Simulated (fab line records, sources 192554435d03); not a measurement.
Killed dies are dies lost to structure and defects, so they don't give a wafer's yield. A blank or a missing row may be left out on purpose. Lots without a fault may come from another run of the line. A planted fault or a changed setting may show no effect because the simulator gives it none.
Chamber matching | flow n5_finfet | N5_BEOL_M0_SAQP_ETCH_102 on rie_si-04: 4 sister chambers
The step etches SiO2 in CF4, target depth 4 nm, time 4.4 s. 6 wafers are shown with their chamber, then 7 later ones without.

WAFERS WITH THEIR CHAMBER
wafer  | chamber | throttle_valve_pct (%) | drypump_motor_current_A (A)
L179.6 | 0       | 22.00                  | 5.9
L181.4 | 1       | 21.62                  | 5.8
L181.5 | 3       | 21.53                  | 5.1
L181.6 | 0       | 21.98                  | 5.8
L184.2 | 2       | 21.79                  | 5.0
L184.5 | 2       | 21.80                  | 5.0

WAFERS WITHOUT THEIR CHAMBER
wafer  | throttle_valve_pct (%) | drypump_motor_current_A (A)
L184.6 | 21.54                  | 5.1
L186.1 | 22.00                  | 5.8
L186.4 | 21.78                  | 5.1
L186.6 | 21.56                  | 5.1
L187.1 | 21.54                  | 5.1
L187.3 | 21.79                  | 5.0
L187.4 | 22.00                  | 5.8

WHICH CHAMBER EACH WENT THROUGH
wafer  | from the rows above | in truth
L184.6 | 3                   | 3
L186.1 | 0                   | 0
L186.4 | 2                   | 2
L186.6 | 3                   | 3
L187.1 | 3                   | 3
L187.3 | 2                   | 2
L187.4 | 0                   | 0
Placed correctly: 7 of 7. Can't be placed from these rows: 0. Placed wrongly: 0.
How it was worked out, from the rows above alone: a wafer's distance from a chamber is the root of the sum, over the readings, of the square of ((its reading less the chamber's mean) divided by the reading's scatter). The wafer belongs to the nearest chamber; if the next one is less than 2 further off, it can't be placed. A chamber's mean is the mean of its shown wafers. The scatter: the root of (the sum of the squares of (reading less its chamber's mean) over the shown wafers, divided by (wafers less chambers)).
